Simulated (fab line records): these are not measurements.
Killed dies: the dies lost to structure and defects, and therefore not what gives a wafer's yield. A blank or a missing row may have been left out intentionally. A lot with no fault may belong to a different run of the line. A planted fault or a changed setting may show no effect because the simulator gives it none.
Lot-split experiment ; flow n5-finfet ; on a route of 1938 steps: 7 lots, 21 wafers read

== THE SPLIT ITSELF ==
At N5_FIN_SAQP_COAT_68 (time 60 s, resist thk 100 nm), the setting spin-rpm was moved away from the recipe's 1500 rpm on 7 of the 21 wafers read, by -6.9% to +6.4%. The other wafers ran this setting at the recipe's value.

Reading taken at the split's own step.

== THE READING ==
SOC_of_FIN_SAQP_COAT_68.thk-nm (the simulator's own value, which no gauge read), in nm, at N5_FIN_SAQP_COAT_68 (time 60 s, resist thk 100 nm). The file gives no usual value for it. Average 100.1 nm, standard deviation 0.21 nm, over the 14 wafers here run with the recipe.

wafer;tool, chamber at the split;spin-rpm as run, rpm;against the recipe;SOC_of_FIN_SAQP_COAT_68.thk-nm, nm;against lot-mates on the recipe
L076.1;litho-track-03, 0;1397;-6.9%;103.6;+3.8
L076.4;litho-track-03, 0;1397;-6.9%;103.4;+3.6
L076.6;litho-track-03, 0;1500;recipe;99.8;-
L079.1;litho-track-03, 0;1500;recipe;100;-
L079.6;litho-track-03, 0;1500;recipe;100;-
L079.3;litho-track-03, 0;1500;recipe;100.4;-
L080.1;litho-track-04, 0;1396;-6.9%;104.2;+4.0
L080.3;litho-track-04, 0;1500;recipe;100.2;-
L080.4;litho-track-04, 0;1396;-6.9%;104;+3.8
L082.2;litho-track-04, 0;1500;recipe;99.8;-
L082.3;litho-track-04, 0;1500;recipe;100;-
L082.5;litho-track-04, 0;1596;+6.4%;96.8;-3.1
L086.2;litho-track-01, 0;1500;recipe;100.2;-
L086.3;litho-track-01, 0;1500;recipe;100.2;-
L086.5;litho-track-01, 0;1500;recipe;100.4;-
L089.2;litho-track-03, 0;1500;recipe;99.8;-
L089.6;litho-track-03, 0;1500;recipe;99.8;-
L089.4;litho-track-03, 0;1500;recipe;100;-
L090.1;litho-track-03, 0;1423;-5.1%;102.8;+2.6
L090.5;litho-track-03, 0;1500;recipe;100.2;-
L090.6;litho-track-03, 0;1423;-5.1%;103;+2.8

THE FIT
A straight line over all 21 wafers: SOC_of_FIN_SAQP_COAT_68.thk-nm changes by -0.537 nm for each +1% of spin-rpm; r = -0.99; the points scatter about the line by 0.23 nm.
The same after taking each lot's own level away (the mean of its wafers on the recipe; 21 wafers): -0.533 nm for each +1%; r = -1.00; scatter 0.15 nm.
That fit puts the effect of the largest move of spin-rpm on the reading at 3.7 nm.
The span of the lots' own levels, 99.80 to 100.27 nm, comes to 2.3 times the standard deviation stated above.
So the lot-to-lot level changes the slope little: the two slopes agree.
Check: for one of the wafers moved furthest among these (-6.9%), held out of the fit, the line's prediction against its lot-mates is +3.67 nm. Against them it came out at +4 nm.

== THESE WAFERS: OTHER SPLITS ==
Other splits were also applied to these wafers ahead of the reading. Each is held against what the fit with the lots' levels taken away leaves over:
other split on the same wafers;wafers away from the commonest value;r with SOC_of_FIN_SAQP_COAT_68.thk-nm (lot level and that fit taken away)
N5_WELL_APT_PEB_23 peb-time-s;8;+0.58
N5_WELL_APT_DEVELOP_24 develop-time-s;7;-0.03
N5_FIN_SAQP_ALD_61 ald-cycles;8;+0.18
N5_FIN_SAQP_HM_DEP_03 time-s;8;+0.20
N5_FIN_SAQP_SPACER1_ALD_24 temp-c;6;+0.02

== FILE'S OWN FIT ==
SOC_of_FIN_SAQP_COAT_68.thk-nm changes by -0.53 nm for each +1% of spin-rpm, r = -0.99.
